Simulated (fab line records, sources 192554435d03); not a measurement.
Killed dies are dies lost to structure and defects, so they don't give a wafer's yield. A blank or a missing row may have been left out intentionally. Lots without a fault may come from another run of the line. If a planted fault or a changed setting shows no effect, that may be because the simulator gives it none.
fab line records	flow n5-finfet
record lots=5	wafers=14	last-day=17
route steps=1938 shown BEOL_M15@1808
lots that met no fault: from a run of the same line without faults
start-h: hours from the record's first day to the start of the lot's first wafer shown	wait-h: time in hours since the lot's previous step	" unchanged from the row above	L1.1+2: a row that stands for several wafers	- no value present, or no start provided	* or withheld: withheld	< > ~ a bound
route shown NAME@n: NAME is a module with steps in the file, n the number in the route of the first one	usual: mean/standard deviation of fault-free wafers	same: alike in all rows	chamber/n: place in a boat	sites: each site's reading	_std_site: the values' standard deviation	_edge_site: the outer-site mean with the inner-site mean subtracted	radius-mm: how far each site lies from the wafer's centre	mask NAME#n: copy n	behind: the most recent tool/chamber to have shaped the wafer	hold: cause of the lot's hold/its duration in hours/its outcome	device: names the non-switching transistor (n, p or np)	end of line: the same wafers' tests at the end of the route	a step without rows: its recipe alone	killed: not the wafer's yield, but the dies lost to structure and defects at the first sort	map: a wafer's dies, x killed, . not, _ none there
set.NAME: setting as actually run; set.NAME@STEP: the setting as run at that earlier step	model.NAME: the simulator's own value behind a step, which no gauge read
lots at selected steps of the route; one table per step, one row per wafer
services: a tool's chamber out of use, with start hour (start-h, from the record's first day; less than 0 if before it), hours out, and reason
## steps
# step N5_BEOL_M15_ETCH_61
# recipe chemistry=N2/H2	target=BARC	target-depth-a=890	overetch-a=267	time-s=67.9	ion-energy-ev=200	pressure-mtorr=30	source-w=840	bias-w=150	n2-flow-sccm=200	h2-flow-sccm=200
# usual drypump-motor-current-A=5.48/0.28	oes-product-au=0.68/0.078	rf-vpp-V=523.0/2.8	showerhead-plenum-p-Torr=2.51/0.097	throttle-valve-pct=17.85/0.28
lot.wafer	tool	chamber	start-h	wait-h	drypump-motor-current-A	oes-product-au	rf-hours-counter-h	rf-vpp-V	showerhead-plenum-p-Torr	throttle-valve-pct
L155.4	rie-diel-01	2	267.68	0.0	5.68	0.60	240	522.9	2.51	18.15
L155.5	"	1	"	"	5.62	0.60	-	525.8	2.62	18.04
L155.6	"	2	"	"	5.69	0.60	-	523.5	2.51	18.15
L159.1	rie-diel-01	0	306.50	0.0	5.07	0.67	102	524.8	2.56	18.00
L159.3	"	3	"	"	5.66	0.63	167	520.0	2.44	17.78
L159.4	"	0	"	"	5.08	0.69	-	525.4	2.56	18.02
L163.3	rie-diel-01	3	325.87	0.0	5.66	0.62	174	520.7	2.44	17.78
L163.4	"	1	"	"	5.60	0.58	-	526.9	2.61	18.07
L163.5	"	3	"	"	5.66	0.62	-	521.5	2.44	17.81
L172.1	rie-diel-03	3	390.88	0.0	5.70	0.76	36	521.5	2.49	17.89
L172.6	"	3	"	"	5.70	0.75	-	521.8	2.49	17.88
L174.1	rie-diel-03	2	398.30	0.0	5.29	0.59	236	522.9	2.51	18.47
L174.2	"	0	"	"	5.59	0.81	6	522.3	2.49	17.32
L174.4	"	3	"	"	5.69	0.74	37	523.5	2.49	17.89
# step N5_BEOL_M15_TRENCH_ETCH_34
# recipe chemistry=C4F8/O2/Ar	target=SiO2	target-depth-a=8729.3	he-inner-torr=15	he-outer-torr=30	time-s=199	ion-energy-ev=800	pressure-mtorr=20	source-w=1905	bias-w=2040	Ar_flow_sccm=400	C4F8_flow_sccm=16	O2_flow_sccm=12
# step N5_BEOL_M15_STRIP_36
# recipe chemistry=O2	power-w=600	temp-c=60	pressure-mtorr=30	rf-frequency-hz=6e+07	bias-power-w=0	overash-fraction=0.3	o2-flow-sccm=225
# usual drypump-motor-current-A=5.55/0.28	oes-product-au=0.81/0.094	rf-vpp-V=3.7/0.93	showerhead-plenum-p-Torr=2.08/0.074	throttle-valve-pct=16.58/0.23
# same bias-power-w=0
lot.wafer	tool	chamber	start-h	wait-h	drypump-motor-current-A	oes-product-au	rf-hours-counter-h	rf-vpp-V	showerhead-plenum-p-Torr	throttle-valve-pct
L155.4	rie-diel-01	2	268.07	0.1	5.69	0.71	240	6.1	2.07	16.93
L155.5	"	0	"	"	5.07	0.80	-	3.1	2.12	16.87
L155.6	"	1	"	"	5.57	0.70	-	4.7	2.15	16.82
L159.1	rie-diel-03	2	308.70	2.0	5.27	0.71	206	2.6	2.08	17.20
L159.3	"	1	"	"	5.24	0.75	176	4.4	1.91	16.50
L159.4	"	3	"	"	5.71	0.96	6	3.9	2.07	16.58
L163.3	rie-diel-06	0	326.15	0.0	5.47	0.84	96	3.6	2.12	16.43
L163.4	"	2	"	"	5.93	0.75	-	4.4	2.19	16.45
L163.5	"	1	"	"	5.99	0.85	-	4.2	2.12	16.41
L172.1	rie-diel-03	1	391.92	0.8	5.20	0.72	204	5.9	1.91	16.50
L172.6	"	0	"	"	5.56	0.96	-	4.3	2.06	16.24
L174.1	rie-diel-01	0	398.67	0.1	5.09	0.77	130	3.4	2.11	16.96
L174.2	"	3	"	"	5.65	0.70	199	3.1	1.99	16.47
L174.4	"	2	"	"	5.68	0.90	23	3.8	2.05	16.53
# step N5_BEOL_M15_STRIP_62
# recipe chemistry=O2	power-w=600	temp-c=60	pressure-mtorr=30	rf-frequency-hz=6e+07	bias-power-w=0	overash-fraction=0.3	o2-flow-sccm=225
# step N5_BEOL_M15_STRIP_37
# recipe chemistry=O2	power-w=600	temp-c=60	pressure-mtorr=30	rf-frequency-hz=6e+07	bias-power-w=0	overash-fraction=0.3	o2-flow-sccm=225
# step N5_BEOL_M15_ETCH_38
# recipe chemistry=CF4/N2	target=SiCN	target-depth-a=1064	taper-deg=2	time-s=120.5	ion-energy-ev=150	mask-material=SiO2	pressure-mtorr=40	source-w=430	bias-w=70	Ar_flow_sccm=100	cf4-flow-sccm=60	n2-flow-sccm=60
# usual drypump-motor-current-A=5.55/0.28	oes-product-au=0.80/0.092	rf-vpp-V=382.0/2	showerhead-plenum-p-Torr=2.19/0.07	throttle-valve-pct=15.35/0.24
lot.wafer	tool	chamber	start-h	wait-h	drypump-motor-current-A	oes-product-au	rf-hours-counter-h	rf-vpp-V	showerhead-plenum-p-Torr	throttle-valve-pct
L155.4	rie-diel-01	2	-	-	5.69	0.69	240	381.1	2.18	15.69
L155.5	"	0	"	"	5.05	0.79	-	383.1	2.23	15.63
L155.6	"	1	"	"	5.58	0.70	-	383.1	2.26	15.58
L159.1	rie-diel-03	2	-	-	5.31	0.71	206	381.6	2.19	15.99
L159.3	"	1	"	"	5.22	0.75	176	377.2	2.03	15.30
L159.4	"	3	"	"	5.70	0.96	6	380.7	2.17	15.29
L163.3	rie-diel-06	0	-	-	5.44	0.83	96	383.2	2.22	15.20
L163.4	"	2	"	"	5.96	0.76	-	384.4	2.30	15.21
L163.5	"	1	"	"	5.97	0.84	-	382.3	2.23	15.20
L172.1	rie-diel-03	1	-	-	5.23	0.72	204	376.5	2.02	15.34
L172.6	"	0	"	"	5.60	0.98	-	380.2	2.17	14.99
L174.1	rie-diel-01	0	-	-	5.07	0.77	130	383.6	2.21	15.69
L174.2	"	3	"	"	5.64	0.71	199	381.5	2.11	15.34
L174.4	"	2	"	"	5.70	0.90	23	381.2	2.16	15.25
# step N5_BEOL_M15_PRECLEAN_39
# recipe chemistry=residue-remover	time-s=60	temp-c=40
# step N5_BEOL_M15_SRD_40
# recipe time-s=30	temp-c=23	rinse-liquid=diw	dry=n2-spin	spin-rpm=1500	dry-time-s=30
# step N5_BEOL_M15_DEGAS_41
# recipe ambient=vacuum	temp-c=300	time-s=60
# step N5_BEOL_M15_PRE_CLEAN_42
# recipe gas=H2/He	time-s=30	temp-c=300
# step N5_BEOL_M15_SPUTTER_43
# recipe material=TaN	target-thk-a=150	temp-c=50	bias-v=168.6	power-w=15000	chamber-pressure-pa=0.12	time-s=24.19
# usual throttle-valve-pct=30.2/0.98
lot.wafer	tool	chamber	start-h	wait-h	throttle-valve-pct
L155.4	pvd-sputter-02	-	269.87	0.0	29.0
L155.5	"	-	"	"	31.6
L155.6	"	-	"	"	29.2
L159.1	pvd-sputter-03	-	309.39	0.0	29.9
L159.3	"	-	"	"	30.9
L159.4	"	-	"	"	30.7
L163.3	pvd-sputter-03	-	326.63	0.0	30.7
L163.4	"	-	"	"	30.2
L163.5	"	-	"	"	30.6
L172.1	pvd-sputter-02	-	392.76	0.0	31.3
L172.6	"	-	"	"	28.8
L174.1	pvd-sputter-03	-	399.46	0.0	30.5
L174.2	"	-	"	"	30.6
L174.4	"	-	"	"	30.7
# step N5_BEOL_M15_SPUTTER_44
# recipe material=Ta	target-thk-a=150	temp-c=50	bias-v=80	power-w=15000	chamber-pressure-pa=0.07	time-s=24.19
# usual throttle-valve-pct=30.3/0.99
lot.wafer	tool	chamber	start-h	wait-h	throttle-valve-pct	model.Ta_of_BEOL_M15_SPUTTER_44.thk-nm
L155.4	pvd-sputter-02	-	269.95	0.0	29.4	15.2
L155.5	"	-	"	"	31.4	15.2
L155.6	"	-	"	"	29.2	15.4
L159.1	pvd-sputter-03	-	309.47	0.0	30.0	15
L159.3	"	-	"	"	31.0	15
L159.4	"	-	"	"	30.7	15
L163.3	pvd-sputter-03	-	326.71	0.0	30.8	14.8
L163.4	"	-	"	"	29.8	14.8
L163.5	"	-	"	"	30.5	14.6
L172.1	pvd-sputter-02	-	392.84	0.0	31.7	13
L172.6	"	-	"	"	28.7	12.8
L174.1	pvd-sputter-03	-	399.54	0.0	30.7	15.2
L174.2	"	-	"	"	30.6	15
L174.4	"	-	"	"	30.9	15
# step N5_BEOL_M15_SPUTTER_45
# recipe material=Cu	target-thk-a=1000	temp-c=-20	bias-v=60	power-w=26000	chamber-pressure-pa=0.13	time-s=16.67
# step N5_BEOL_M15_ECD_47
# recipe material=Cu	target-thk-a=18600
# step N5_BEOL_M15_ANNEAL_48
# recipe temp-c=225	time-s=90	ambient=N2
# usual anneal-temp-c-max=226.40/0.3	wafer_temp_C_max=226.2/0.35
lot.wafer	tool	chamber	start-h	wait-h	anneal-temp-c-max	wafer_temp_C_max
L155.4	rtp-anneal-02	0	270.53	0.2	226.34	226.8
L155.5	"	0	"	"	227.07	226.1
L155.6	"	0	"	"	226.41	226.1
L159.1	rtp-anneal-01	0	310.35	0.6	226.61	225.9
L159.3	"	0	"	"	226.02	226.1
L159.4	"	0	"	"	226.01	226.0
L163.3	rtp-anneal-02	0	331.05	4.0	226.68	227.8
L163.4	"	0	"	"	226.26	226.5
L163.5	"	0	"	"	226.44	227.1
L172.1	rtp-anneal-01	0	393.28	0.2	226.56	226.0
L172.6	"	0	"	"	226.67	226.6
L174.1	rtp-anneal-01	0	400.18	0.4	226.30	225.5
L174.2	"	0	"	"	226.18	225.6
L174.4	"	0	"	"	226.40	225.7
# step N5_BEOL_M15_CMP_49
# recipe stop-on=SiO2	t-overpolish-s=4.9	down-force-psi=2	platen-rpm=80	clearing-platen-down-force-psi=2	clearing-platen-rpm=80	post-cmp-clean=cu-alkaline	target-thk-nm=850	clearing-platen-pad-velocity-m-s=1.5917	pad-velocity-m-s=1.5917
# usual barrier-field-endpoint-s=11.47/0.25	clearing-platen-rpm=80.00/0.042	head-pressure-psi=1.999/0.0041	motor-current-A=7.9/0.68	pad-life-wafers=871/420	platen-rpm=80.00/0.053
lot.wafer	tool	chamber	start-h	wait-h	barrier-field-endpoint-s	clearing-platen-rpm	head-pressure-psi	motor-current-A	pad-life-wafers	platen-rpm
L155.4	cmp-04	2	270.73	0.2	11.79	80.11	1.997	9.1	1729	80.08
L155.5	"	1	"	"	11.17	79.95	1.993	8.1	-	80.02
L155.6	"	2	"	"	11.60	80.06	2.001	9.0	-	80.02
L159.1	cmp-01	0	310.66	0.3	11.68	80.13	2.000	7.9	564	79.99
L159.3	"	1	"	"	11.63	79.94	1.992	8.9	565	79.84
L159.4	"	3	"	"	11.48	80.03	2.003	7.1	567	80.04
L163.4	cmp-02	2	331.51	0.3	11.18	79.99	1.998	8.6	686	79.93
L163.3	"	3	"	"	11.45	80.00	2.008	8.1	687	79.99
L163.5	"	0	"	"	11.17	79.97	2.002	7.8	-	80.05
L172.1	cmp-01	2	393.69	0.4	10.89	80.01	2.000	7.6	1221	79.97
L172.6	"	0	"	"	10.53	79.98	1.996	7.6	-	79.97
L174.1	cmp-02	3	400.52	0.3	11.58	80.00	1.994	7.7	1255	80.05
L174.4	"	0	"	"	11.07	80.02	2.002	8.0	1256	80.02
L174.2	"	1	"	"	11.02	79.95	2.001	7.4	1257	80.09
# step N5_BEOL_M15_THK_MEAS_50
# recipe thk-meas-gauge=xrf	reads=Cu_of_BEOL_M15_ECD_47
# usual M15_THK=849/15
lot.wafer	tool	chamber	start-h	wait-h	M15_THK[nm]
L155.4	film-metro-01	-	270.99	-	843
L155.5	"	-	"	"	856
L155.6	"	-	"	"	846
L159.1	film-metro-02	-	310.96	-	853
L159.3	"	-	"	"	847
L159.4	"	-	"	"	846
L163.3	film-metro-02	-	331.73	-	848
L163.4	"	-	"	"	826
L163.5	"	-	"	"	847
L172.1	film-metro-01	-	393.87	-	870
L172.6	"	-	"	"	873
L174.1	film-metro-01	-	400.77	-	842
L174.2	"	-	"	"	879
L174.4	"	-	"	"	871
## services
tool	chamber	start-h	hours	kind
rie-diel-03	3	244.60	9.1	repair
cmp-02	-	248.20	7.1	repair
cmp-04	-	255.24	0.7	repair
rie-diel-06	2	269.26	3.9	repair
rie-diel-01	0	275.92	17.7	repair
cmp-02	-	278.99	1.1	repair
cmp-02	-	289.69	5.1	repair
rie-diel-01	2	304.47	-	clean
rie-diel-01	2	304.47	-	consumable-replace:focus-ring
rie-diel-01	2	304.47	25.8	scheduled-down
rie-diel-01	2	304.47	25.8	vent-cycle
cmp-04	-	306.38	0.4	repair
cmp-04	-	314.71	4.0	pm
rtp-anneal-01	-	326.99	4.0	pm
rie-diel-01	1	330.27	-	clean
rie-diel-01	1	330.27	-	consumable-replace:focus-ring
cmp-02	-	336.76	0.9	repair
rie-diel-03	-	339.99	0.7	repair
cmp-01	-	343.50	0.9	repair
rie-diel-06	0	356.11	2.4	repair
rie-diel-01	0	358.70	5.0	repair
rie-diel-03	0	364.52	16.1	repair
rie-diel-01	0	367.00	3.0	repair
rie-diel-06	2	374.77	20.6	repair
## key
first-sign step=N5_BEOL_M15_CMP_49	reading=barrier-field-endpoint-s	direction=down	sigmas=3.1	usual=11.47	struck=10.71
effect none on later readings
model-effect step=N5_BEOL_M15_SPUTTER_44	value=Ta_of_BEOL_M15_SPUTTER_44.thk-nm	without=15	struck=12.9
met-at N5_BEOL_M15_SPUTTER_44
struck-wafers L172.1,L172.6
onset-between 269.95 392.84
also-fits N5_BEOL_M15_STRIP_36:rie-diel-03,N5_BEOL_M15_ETCH_38:rie-diel-03,N5_BEOL_M15_SPUTTER_43:pvd-sputter-02,N5_BEOL_M15_CMP_49:cmp-01
fault kind=process-parameter-drift	tool=pvd-sputter-02	chamber=-	onset-h=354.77	steps=N5_BEOL_M15_SPUTTER_44	channel=time-s	offset=*	shape=step	end-h=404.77	scope=struck-wafers-only	acts-in=*	stated=*
